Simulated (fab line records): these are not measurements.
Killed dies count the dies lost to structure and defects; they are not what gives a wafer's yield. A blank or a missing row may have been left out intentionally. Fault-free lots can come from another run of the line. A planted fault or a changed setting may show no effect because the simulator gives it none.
Matching of chambers + flow n5-finfet + N5_HKMG_FIN_DESCUM_17 on rie-diel-01: 4 sister chambers
The step chemistry O2, time 7.9 s. 4 wafers are shown with their chamber, then 10 later ones without.

== WAFERS, EACH WITH ITS CHAMBER ==
| wafer  | chamber | drypump-motor-current-A (A) |
|--------|---------|-----------------------------|
| L084.1 | 1       | 6.4                         |
| L084.4 | 3       | 5.2                         |
| L087.1 | 2       | 5.4                         |
| L087.2 | 0       | 6.2                         |

== WAFERS WHOSE CHAMBER IS MISSING ==
| wafer  | drypump-motor-current-A (A) |
|--------|-----------------------------|
| L087.5 | 5.4                         |
| L088.2 | 5.4                         |
| L088.3 | 6.4                         |
| L088.6 | 6.5                         |
| L089.2 | 5.1                         |
| L089.3 | 5.4                         |
| L089.5 | 5.1                         |
| L090.2 | 6.2                         |
| L090.4 | 5.4                         |
| L090.6 | 6.4                         |

== WHICH CHAMBER EACH WENT THROUGH ==
| wafer  | from the rows above | in truth |
|--------|---------------------|----------|
| L087.5 | 2                   | 2        |
| L088.2 | 2                   | 2        |
| L088.3 | 1                   | 1        |
| L088.6 | 1                   | 1        |
| L089.2 | 3                   | 3        |
| L089.3 | 2                   | 2        |
| L089.5 | 3                   | 3        |
| L090.2 | 0                   | 0        |
| L090.4 | 2                   | 2        |
| L090.6 | 1                   | 1        |
Placed correctly: 10 of 10. Left unplaced by these rows: 0. 0 placed wrongly.
How it was worked out, from the rows above alone: a wafer's distance from a chamber is the root of the sum, over the readings, of the square of ((its reading less the chamber's mean) divided by the reading's scatter). The wafer belongs to the nearest chamber; if the next one is less than 2 further off, it can't be placed. Each chamber's mean is taken over the wafers shown for it. The scatter (one wafer shown for each chamber): square how far every hidden wafer sits from the nearest shown wafer, average those squares and take the square root.
